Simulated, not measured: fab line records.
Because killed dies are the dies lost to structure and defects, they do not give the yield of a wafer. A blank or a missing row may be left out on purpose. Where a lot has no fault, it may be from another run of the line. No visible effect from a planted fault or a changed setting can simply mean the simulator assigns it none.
What tool caused it? + flow n5_finfet + 19 wafers from 7 lots sampled at 8 of the route's 1938 steps

WHAT THE GAUGES READ, wafer by wafer
N5_BEOL_M13_CD_MEAS_28 targets a cd of 209.5 nm. Usual: cd_nm 209.5 nm, standard deviation 1.5.
| lot  | measured     | on        | cd_nm (nm)        | flag |
|------|--------------|-----------|-------------------|------|
| L530 | day 11 01:37 | cd_sem-02 | 209.6 208.6 208.9 |      |
| L533 | day 11 18:51 | cd_sem-03 | 208.4 206.8 208.6 |      |
| L537 | day 12 17:01 | cd_sem-02 | 210.0 208.6       |      |
| L538 | day 12 22:53 | cd_sem-02 | 210.4 211.5       |      |
| L542 | day 14 02:16 | cd_sem-03 | 209.0 208.3 208.4 |      |
| L541 | day 14 02:55 | cd_sem-02 | 208.3 206.9 207.3 |      |
| L550 | day 15 17:38 | cd_sem-02 | 211.0 210.3 211.4 |      |

N5_BEOL_M13_OCD_MEAS_35. Usual: trench_depth_nm 416 nm, standard deviation 5.6.
| lot  | measured     | on     | trench_depth_nm (nm) | flag |
|------|--------------|--------|----------------------|------|
| L530 | day 11 02:20 | ocd-02 | 426 425 422          |      |
| L533 | day 11 19:46 | ocd-02 | 406 410 412          |      |
| L537 | day 12 17:41 | ocd-02 | 477 425              | OFF  |
| L538 | day 12 23:33 | ocd-02 | 423 473              | OFF  |
| L542 | day 14 02:55 | ocd-02 | 419 417 419          |      |
| L541 | day 14 03:35 | ocd-02 | 413 419 410          |      |
| L550 | day 15 18:25 | ocd-02 | 424 416 417          |      |

N5_BEOL_M13_THK_MEAS_50: measures by xrf. Usual: M13_THK 421 nm, standard deviation 6.3.
| lot  | measured     | on            | M13_THK (nm) | flag |
|------|--------------|---------------|--------------|------|
| L530 | day 11 05:58 | film_metro-02 | 426 428 424  |      |
| L533 | day 11 22:10 | film_metro-01 | 417 418 422  |      |
| L537 | day 12 20:12 | film_metro-01 | 491 434      | OFF  |
| L538 | day 13 02:11 | film_metro-01 | 436 487      | OFF  |
| L542 | day 14 05:55 | film_metro-01 | 424 419 422  |      |
| L541 | day 14 06:11 | film_metro-01 | 422 430 421  |      |
| L550 | day 16 03:26 | film_metro-02 | 426 418 418  |      |

N5_BEOL_M13_RS_MEAS_54: the measuring method here is four-point-probe. Usual: M13_RS 0.0447 ohm/sq, standard deviation 0.00063.
| lot  | measured     | on            | M13_RS (ohm/sq)      | flag |
|------|--------------|---------------|----------------------|------|
| L530 | day 11 06:05 | film_metro-01 | 0.0436 0.0437 0.0440 |      |
| L533 | day 11 22:18 | film_metro-02 | 0.0458 0.0454 0.0450 |      |
| L537 | day 12 20:19 | film_metro-02 | 0.0389 0.0440        | OFF  |
| L538 | day 13 02:19 | film_metro-01 | 0.0438 0.0391        | OFF  |
| L542 | day 14 06:02 | film_metro-01 | 0.0444 0.0447 0.0445 |      |
| L541 | day 14 06:19 | film_metro-01 | 0.0450 0.0443 0.0453 |      |
| L550 | day 16 03:34 | film_metro-01 | 0.0438 0.0447 0.0446 |      |

N5_BEOL_M15_RC_MEAS_101. Usual: COMB_M10 1.5e-11 S/m, standard deviation 3.1e-12; COMB_M11 1.5e-11 S/m, standard deviation 3.3e-12; COMB_M12 7.2e-12 S/m, standard deviation 1.3e-12; COMB_M13 5.5e-12 S/m, standard deviation 9.9e-13; COMB_M14 4.2e-12 S/m, standard deviation 8e-13; COMB_M15 3.2e-12 S/m, standard deviation 5.7e-13; COMB_M5 3.8e-11 S/m, standard deviation 7.8e-12; COMB_M6 2.6e-11 S/m, standard deviation 5.7e-12; COMB_M7 2.8e-11 S/m, standard deviation 5.5e-12; COMB_M8 2.7e-11 S/m, standard deviation 5.5e-12; COMB_M9 1.5e-11 S/m, standard deviation 3.1e-12; SERP_M10 3.09 ohm/um, standard deviation 0.082; SERP_M11 3.06 ohm/um, standard deviation 0.085; SERP_M12 0.636 ohm/um, standard deviation 0.022; SERP_M13 0.307 ohm/um, standard deviation 0.0062; SERP_M13_max_site 0.310 ohm/um, standard deviation 0.0063; SERP_M14 0.162 ohm/um, standard deviation 0.0052; SERP_M5 38.5 ohm/um, standard deviation 1.7; SERP_M6 13.7 ohm/um, standard deviation 0.55; SERP_M7 14.0 ohm/um, standard deviation 0.62; SERP_M8 13.7 ohm/um, standard deviation 0.55; SERP_M9 3.02 ohm/um, standard deviation 0.088.
| lot  | measured     | on        | COMB_M10 (S/m)          | COMB_M11 (S/m)          | COMB_M12 (S/m)          | COMB_M13 (S/m)          | COMB_M14 (S/m)          | COMB_M15 (S/m)          | COMB_M5 (S/m)           | COMB_M6 (S/m)           | COMB_M7 (S/m)           | COMB_M8 (S/m)           | COMB_M9 (S/m)           | SERP_M10 (ohm/um) | SERP_M11 (ohm/um) | SERP_M12 (ohm/um) | SERP_M13 (ohm/um) | SERP_M13_max_site (ohm/um) | SERP_M14 (ohm/um) | SERP_M5 (ohm/um) | SERP_M6 (ohm/um) | SERP_M7 (ohm/um) | SERP_M8 (ohm/um) | SERP_M9 (ohm/um) | flag |
|------|--------------|-----------|-------------------------|-------------------------|-------------------------|-------------------------|-------------------------|-------------------------|-------------------------|-------------------------|-------------------------|-------------------------|-------------------------|-------------------|-------------------|-------------------|-------------------|----------------------------|-------------------|------------------|------------------|------------------|------------------|------------------|------|
| L530 | day 11 16:29 | prober-01 | 1.7e-11 1.6e-11 1.2e-11 | 1.6e-11 1.5e-11 1.7e-11 | 1e-11 7.1e-12 6e-12     | 6.3e-12 5.1e-12 6.2e-12 | 2.7e-12 3.2e-12 3.8e-12 | 2.7e-12 2.8e-12 3.1e-12 | 3.4e-11 3.5e-11 3.9e-11 | 2.8e-11 2.8e-11 1.9e-11 | 2.6e-11 2.1e-11 2.2e-11 | 3e-11 3.3e-11 2.3e-11   | 1.4e-11 1.2e-11 1.3e-11 | 3.22 3.06 3.27    | 3.09 3.01 2.99    | 0.663 0.690 0.643 | 0.297 0.303 0.300 | 0.302 0.306 0.304          | 0.160 0.161 0.164 | 38.1 36.6 36.4   | 13.6 12.6 12.8   | 14.2 14.4 14.9   | 13.5 14.2 13.4   | 3.05 3.13 3.14   |      |
| L533 | day 12 14:35 | prober-02 | 1.4e-11 1.7e-11 1.3e-11 | 1.4e-11 1.1e-11 1.6e-11 | 6.6e-12 5.2e-12 8.8e-12 | 6.1e-12 5.4e-12 4e-12   | 2.9e-12 5.9e-12 4.6e-12 | 3.4e-12 2.9e-12 3.1e-12 | 3.4e-11 5.2e-11 4.3e-11 | 2.8e-11 3.2e-11 2.4e-11 | 2.9e-11 4.5e-11 3.4e-11 | 1.9e-11 2.9e-11 3e-11   | 1.7e-11 1.6e-11 1.3e-11 | 3.03 3.28 3.02    | 2.90 3.20 2.98    | 0.645 0.620 0.629 | 0.314 0.319 0.307 | 0.317 0.320 0.309          | 0.164 0.171 0.173 | 40.9 37.7 37.3   | 14.0 14.2 13.2   | 13.2 13.7 12.8   | 14.9 13.5 13.8   | 3.06 3.25 3.19   |      |
| L537 | day 13 07:13 | prober-01 | 1.2e-11 1e-11           | 1e-11 1.3e-11           | 6e-12 5.3e-12           | 5.1e-12 3.5e-12         | 4.5e-12 3.5e-12         | 2.5e-12 2.6e-12         | 4.3e-11 4.9e-11         | 1.6e-11 2.7e-11         | 2.4e-11 2.7e-11         | 2.4e-11 2e-11           | 1.6e-11 1.3e-11         | 3.05 3.10         | 3.23 3.14         | 0.649 0.656       | 0.261 0.309       | 0.263 0.311                | 0.172 0.158       | 36.4 35.4        | 12.4 12.3        | 14.5 14.9        | 13.2 14.0        | 3.17 3.19        | OFF  |
| L538 | day 13 12:31 | prober-02 | 1.6e-11 1.1e-11         | 1.2e-11 2.2e-11         | 8e-12 9.2e-12           | 6e-12 5.7e-12           | 4.8e-12 4.8e-12         | 4.1e-12 3e-12           | 3.7e-11 4e-11           | 2.7e-11 2.3e-11         | 2.4e-11 2.7e-11         | 3.1e-11 1.8e-11         | 1.1e-11 1.7e-11         | 3.06 3.01         | 3.02 3.06         | 0.644 0.658       | 0.301 0.260       | 0.302 0.261                | 0.163 0.161       | 37.0 34.9        | 14.2 14.1        | 14.7 14.2        | 13.7 13.0        | 2.90 2.89        | OFF  |
| L542 | day 14 18:15 | prober-01 | 1e-11 1.1e-11 1.3e-11   | 1.2e-11 1.2e-11 1.4e-11 | 9.9e-12 7.1e-12 4.7e-12 | 4.9e-12 6.2e-12 5.6e-12 | 3.4e-12 4.4e-12 3.6e-12 | 4.4e-12 3.6e-12 3e-12   | 7.2e-11 6.1e-11 5e-11   | 2.7e-11 2.8e-11 4.9e-11 | 2.2e-11 2.1e-11 2.1e-11 | 3.3e-11 2.7e-11 2.3e-11 | 1.6e-11 1.7e-11 1.7e-11 | 3.12 3.17 3.18    | 2.98 3.06 3.00    | 0.610 0.590 0.622 | 0.307 0.310 0.312 | 0.314 0.315 0.319          | 0.156 0.160 0.155 | 40.2 39.2 40.9   | 14.4 13.1 13.4   | 14.3 13.3 13.6   | 13.1 13.4 13.2   | 3.00 3.08 2.96   |      |
| L541 | day 14 19:00 | prober-02 | 1.4e-11 1.6e-11 1.8e-11 | 2e-11 2e-11 1.2e-11     | 6.3e-12 8.5e-12 8.2e-12 | 6.4e-12 5.2e-12 6.9e-12 | 4e-12 5.4e-12 4.7e-12   | 4e-12 3.5e-12 3.9e-12   | 3e-11 4.7e-11 3.1e-11   | 2e-11 2.7e-11 2.3e-11   | 2e-11 2.6e-11 2.4e-11   | 3.3e-11 3.7e-11 2.6e-11 | 1.9e-11 1.4e-11 2.1e-11 | 2.95 3.14 3.13    | 3.13 3.07 3.05    | 0.622 0.638 0.639 | 0.313 0.307 0.313 | 0.317 0.309 0.316          | 0.160 0.152 0.160 | 37.7 40.2 39.4   | 13.9 14.1 13.7   | 13.4 14.7 13.5   | 13.5 13.8 13.2   | 3.10 3.02 2.96   |      |
| L550 | day 16 17:36 | prober-01 | 1.3e-11 1.4e-11 1.9e-11 | 1.2e-11 1.5e-11 1.3e-11 | 7.8e-12 8e-12 6.2e-12   | 5.8e-12 6.2e-12 6.6e-12 | 3.6e-12 4.2e-12 4.5e-12 | 3.1e-12 2.8e-12 2.9e-12 | 4.2e-11 3.6e-11 3.8e-11 | 4.1e-11 2.5e-11 3.1e-11 | 3.4e-11 3.1e-11 2.6e-11 | 2.8e-11 2.3e-11 3.3e-11 | 1.4e-11 2e-11 1.7e-11   | 3.22 2.95 3.26    | 3.22 3.03 3.05    | 0.667 0.666 0.662 | 0.295 0.307 0.302 | 0.297 0.308 0.305          | 0.159 0.157 0.158 | 36.9 36.2 36.5   | 15.0 14.2 13.4   | 14.4 13.9 14.0   | 14.6 14.4 13.3   | 2.88 2.95 2.91   |      |

EACH LOT AND THE TOOL THAT RAN IT (in order: tool; ch and the chambers of the sampled wafers; start)
| lot  | N5_BEOL_M13_TRENCH_ETCH_34         | N5_BEOL_M13_ETCH_38                | N5_BEOL_M13_ANNEAL_48            |
|------|------------------------------------|------------------------------------|----------------------------------|
| L530 | rie_diel-01 ch 0,1, day 11 02:10   | rie_diel-01 ch 0,2, day 11 04:19   | rtp_anneal-01 ch 0, day 11 05:22 |
| L533 | rie_diel-01 ch 1,2,3, day 11 19:36 | rie_diel-06 ch 1,2,3, day 11 19:59 | rtp_anneal-02 ch 0, day 11 21:35 |
| L537 | rie_diel-01 ch 0,1, day 12 17:30   | rie_diel-06 ch 0, day 12 18:12     | rtp_anneal-02 ch 0, day 12 19:41 |
| L538 | rie_diel-01 ch 0,1, day 12 23:23   | rie_diel-02 ch 1, day 13 00:16     | rtp_anneal-02 ch 0, day 13 01:36 |
| L542 | rie_diel-02 ch 2,3, day 14 02:45   | rie_diel-06 ch 1,2,3, day 14 04:20 | rtp_anneal-01 ch 0, day 14 05:19 |
| L541 | rie_diel-06 ch 1,2,3, day 14 03:25 | rie_diel-02 ch 1,3, day 14 04:29   | rtp_anneal-01 ch 0, day 14 05:35 |
| L550 | rie_diel-02 ch 1,2,3, day 15 18:19 | rie_diel-06 ch 0,3, day 16 00:44   | rtp_anneal-01 ch 0, day 16 02:50 |
- N5_BEOL_M13_TRENCH_ETCH_34: etches SiOC in C4F8/O2/Ar, target depth 413.47 nm, time 162.6 s.
- N5_BEOL_M13_ETCH_38: etches SiCN in CF4/N2, target depth 67.5 nm, time 71.9 s.
- N5_BEOL_M13_ANNEAL_48: time 90 s.

AS READ BY THE TOOLS THEMSELVES (means over the sampled wafers that have a number; for cases with no such wafer, the mark the record gives instead)
N5_BEOL_M13_TRENCH_ETCH_34. Usual: drypump_motor_current_A 5.9 A, standard deviation 0.37; oes_product_au 0.81 a.u., standard deviation 0.087; rf_vpp_V 666 V, standard deviation 3.1; showerhead_plenum_p_Torr 3.44 Torr, standard deviation 0.11; throttle_valve_pct 24.20 %, standard deviation 0.18.
| lot  | tool        | drypump_motor_current_A (A) | oes_product_au (a.u.) | rf_vpp_V (V) | showerhead_plenum_p_Torr (Torr) | throttle_valve_pct (%) | flag |
|------|-------------|-----------------------------|-----------------------|--------------|---------------------------------|------------------------|------|
| L530 | rie_diel-01 | 5.6                         | 0.97                  | 664          | 3.35                            | 24.42                  |      |
| L533 | rie_diel-01 | 5.9                         | 0.83                  | 668          | 3.49                            | 24.33                  |      |
| L537 | rie_diel-01 | 5.5                         | 0.91                  | 663          | 3.33                            | 24.38                  |      |
| L538 | rie_diel-01 | 5.5                         | 0.90                  | 664          | 3.33                            | 24.38                  |      |
| L542 | rie_diel-02 | 5.9                         | 0.81                  | 664          | 3.34                            | 23.97                  |      |
| L541 | rie_diel-06 | 6.1                         | 0.71                  | 669          | 3.52                            | 24.27                  |      |
| L550 | rie_diel-02 | 6.0                         | 0.83                  | 664          | 3.36                            | 24.08                  |      |

N5_BEOL_M13_ETCH_38. Usual: drypump_motor_current_A 5.9 A, standard deviation 0.35; oes_product_au 0.81 a.u., standard deviation 0.096; rf_vpp_V 382.8 V, standard deviation 1.9; showerhead_plenum_p_Torr 2.23 Torr, standard deviation 0.072; throttle_valve_pct 15.41 %, standard deviation 0.19.
| lot  | tool        | drypump_motor_current_A (A) | oes_product_au (a.u.) | rf_vpp_V (V) | showerhead_plenum_p_Torr (Torr) | throttle_valve_pct (%) | flag |
|------|-------------|-----------------------------|-----------------------|--------------|---------------------------------|------------------------|------|
| L530 | rie_diel-01 | 5.5                         | 0.76                  | 383.4        | 2.24                            | 15.51                  |      |
| L533 | rie_diel-06 | 6.1                         | 0.72                  | 384.4        | 2.28                            | 15.54                  |      |
| L537 | rie_diel-06 | 5.7                         | 0.73                  | 381.4        | 2.20                            | 15.62                  |      |
| L538 | rie_diel-02 | 6.3                         | 0.90                  | 381.1        | 2.16                            | 15.27                  |      |
| L542 | rie_diel-06 | 6.1                         | 0.71                  | 384.4        | 2.28                            | 15.57                  |      |
| L541 | rie_diel-02 | 5.9                         | 0.89                  | 382.1        | 2.21                            | 15.25                  |      |
| L550 | rie_diel-06 | 6.2                         | 0.90                  | 382.9        | 2.22                            | 15.27                  |      |

N5_BEOL_M13_ANNEAL_48. Usual: wafer_temp_C_max 225.64, standard deviation 0.2.
| lot  | tool          | wafer_temp_C_max | flag |
|------|---------------|------------------|------|
| L530 | rtp_anneal-01 | 225.99           |      |
| L533 | rtp_anneal-02 | 225.68           |      |
| L537 | rtp_anneal-02 | 225.78           |      |
| L538 | rtp_anneal-02 | 225.63           |      |
| L542 | rtp_anneal-01 | 225.55           |      |
| L541 | rtp_anneal-01 | 225.53           |      |
| L550 | rtp_anneal-01 | 225.38           |      |

THE ANSWER, worked out from the rows above alone
Rule: take the mean of a lot's wafers that have a number; if it is more than 3 standard deviations from the usual mean, the lot is off. A lot without any number at a reading at which 4 lots or more have one is off too. All remaining lots with rows at the step are treated as sound. The gauges are gone through in route order, then the tools' own readings, and for those a lot's mean is taken as printed above. The first step at which some lot is off is used, and at that step the reading that is off furthest; a lot without a number counts as furthest.
Off: L537, L538 (N5_BEOL_M13_OCD_MEAS_35, trench_depth_nm).
A tool fits if, at a process step before that reading, it ran every lot that is off, and no sound lot after the first of them. Not tried: the gauges at N5_BEOL_M13_OCD_MEAS_35; whatever is off there is also off at N5_BEOL_M13_THK_MEAS_50, on other tools, and gauge error can't account for it. One candidate fits, namely rie_diel-01 at N5_BEOL_M13_TRENCH_ETCH_34. Its last sound lot is L533 (day 11 19:36), its first lot that is off L537 (day 12 17:30): a fault that began between those two fits.

WHAT THE SIMULATOR HAD INSERTED
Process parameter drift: rie_diel-01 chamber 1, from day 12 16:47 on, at N5_BEOL_M13_TRENCH_ETCH_34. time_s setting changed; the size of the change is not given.
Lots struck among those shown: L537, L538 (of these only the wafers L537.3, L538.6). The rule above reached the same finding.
